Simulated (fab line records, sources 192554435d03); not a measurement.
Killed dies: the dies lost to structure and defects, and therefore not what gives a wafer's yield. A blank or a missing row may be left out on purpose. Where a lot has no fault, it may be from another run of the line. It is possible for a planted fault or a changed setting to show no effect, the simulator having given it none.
Struck lot and sound lot, side by side	flow n5_finfet	37 steps out of a route of 1938
Sound: the wafers L328.1, L328.2, L328.5. Struck: wafer L335.1 (L335.3, L335.4, from the same lot, were not struck and are left out); the cause is given at the end.
Order at every step that has rows: each side's tool, ch and its chambers, its first start. Under that, the readings that differ: sound wafers	struck wafers	difference of the means	sigmas: that difference in standard deviations of wafers without a fault.
alike: same words and numbers on both sides, and readings whose means sit less than 2 such deviations apart. not compared: any withheld reading, any reading some wafer has no value for, any bound like >300 that may hide the same value, and any number with overlapping values for which the record gives no deviation.
Wherever a step has rows on one side only, a row that says differs or no value, or a row with sigmas, the two part there. Numbers that don't overlap but have no deviation are shown without sigmas and don't part them. A reading missing from all wafers of one side parts the sides only when that side holds two or more wafers.

first, 9 steps without rows for these wafers: N5_MOL_CONTACT_COAG_COAT_78 (resist thk 40 nm); N5_MOL_CONTACT_COAG_EBR_80; N5_MOL_CONTACT_COAG_SOFTBAKE_79 (time 60 s); N5_MOL_CONTACT_COAG_EXPOSE_81 (exposes mask VG, defocus 0 nm); N5_MOL_CONTACT_COAG_PEB_82 (peb time 60 s); N5_MOL_CONTACT_COAG_DEVELOP_83 (develop time 30 s); N5_MOL_CONTACT_COAG_DESCUM_88 (chemistry O2, time 7 s); N5_MOL_CONTACT_COAG_ETCH_89 (etches underlayer in N2/H2, target depth 13 nm, time 10.4 s); N5_MOL_CONTACT_COAG_ETCH_90 (etches SiARC in CF4, target depth 13 nm, time 21.7 s).
N5_MOL_CONTACT_COAG_ALD_131: deposits SiO2, target thk 5 nm, pulse time 1 s, co reactant pulse time 1 s.
  sound on ald_sin-02 ch 0,2,3, day 6 22:25; struck on ald_sin-02 ch 2, day 8 17:25
reading	sound	struck	difference	sigmas
ald_cycles	35 35 35	28	-7	
model.SiO2_of_MOL_CONTACT_COAG_ALD_131.thk_nm (nm)	5 5 5	4	-1	
  alike: heater_power_outer_w, heater_power_w, precursor_pulse_height_rel
then, 25 steps without rows for these wafers: N5_MOL_CONTACT_COAG_ETCHBACK_132 (etches SiO2 in CHF3, target depth 10 nm, time 6.7 s); N5_MOL_CONTACT_COAG_ETCH_91 (etches SOC in N2/H2, target depth 60 nm, overetch 21 nm, time 101.2 s); N5_MOL_CONTACT_COAG_STRIP_92 (strips in N2/H2); N5_MOL_CONTACT_COAG_STRIP_93 (strips in N2/H2); N5_MOL_CONTACT_COAG_ETCHBACK_135 (etches SiO2 in CHF3, target depth 25 nm, time 16.7 s); N5_MOL_CONTACT_COAG_STRIP_118 (strips in CHF3); N5_MOL_CONTACT_COAG_VIA_ETCH_46 (etches SiO2 in C4F6/O2, target depth 46 nm, overetch 9.2 nm, time 40 s); N5_MOL_CONTACT_COAG_STRIP_96 (strips in N2/H2); N5_MOL_CONTACT_COAG_ETCH_47 (etches SiNx in CH3F/O2, stops on W, target depth 27 nm); N5_MOL_CONTACT_COAG_STRIP_119 (strips in N2/H2, time 30 s); N5_MOL_CONTACT_COAG_PRECLEAN_144 (cleans in alkaline clean, time 60 s); N5_MOL_CONTACT_COAG_SRD_145 (time 30 s); N5_MOL_CONTACT_COAG_COAT_62 (time 60 s, resist thk 60 nm); N5_MOL_CONTACT_COAG_COAT_63 (time 60 s, resist thk 10 nm); N5_MOL_CONTACT_COAG_COAT_64 (time 60 s, resist thk 10 nm); N5_MOL_CONTACT_COAG_COAT_34 (resist thk 40 nm); N5_MOL_CONTACT_COAG_EBR_36; N5_MOL_CONTACT_COAG_SOFTBAKE_35 (time 60 s); N5_MOL_CONTACT_COAG_EXPOSE_37 (exposes mask VD, defocus 0 nm); N5_MOL_CONTACT_COAG_PEB_38 (peb time 60 s); N5_MOL_CONTACT_COAG_DEVELOP_39 (develop time 30 s); N5_MOL_CONTACT_COAG_DESCUM_45 (chemistry O2, time 7 s); N5_MOL_CONTACT_COAG_ETCH_65 (etches underlayer in N2/H2, target depth 13 nm, time 10.4 s); N5_MOL_CONTACT_COAG_ETCH_66 (etches SiARC in CF4, target depth 13 nm, time 21.7 s); N5_MOL_CONTACT_COAG_ALD_133 (deposits SiO2, target thk 5 nm, pulse time 1 s, co reactant pulse time 1 s).
-- a jump in the record: the struck wafers' starts before and after are 3 days apart (it breaks off in module MOL_CONTACT_COAG and resumes in module BEOL_M4, where the first step shown is number 1111 of the route) --
N5_BEOL_M4_RC_MEAS_101:
  sound on prober-01 ch 0, day 9 22:13; struck on prober-02 ch 0, day 11 12:16
  alike: DIBL_N, DIBL_P, IOFF_N, IOFF_P, ION_N, ION_P, SS_N, SS_P, VT_N, VT_P
-- record jumps: 5 days separate the struck wafers' starts on either side; left off in module BEOL_M4, taken up again in module PASSIVATION, whose first shown step is the route's number 1936 --
N5_PASSIVATION_PROBE_49:
  record: rows for the struck wafers here (prober-02, day 16 03:59), none for the sound ones

WHERE THEY PART
Only at N5_PASSIVATION_PROBE_49, as far as this record shows.

WHY: what the simulator had put in
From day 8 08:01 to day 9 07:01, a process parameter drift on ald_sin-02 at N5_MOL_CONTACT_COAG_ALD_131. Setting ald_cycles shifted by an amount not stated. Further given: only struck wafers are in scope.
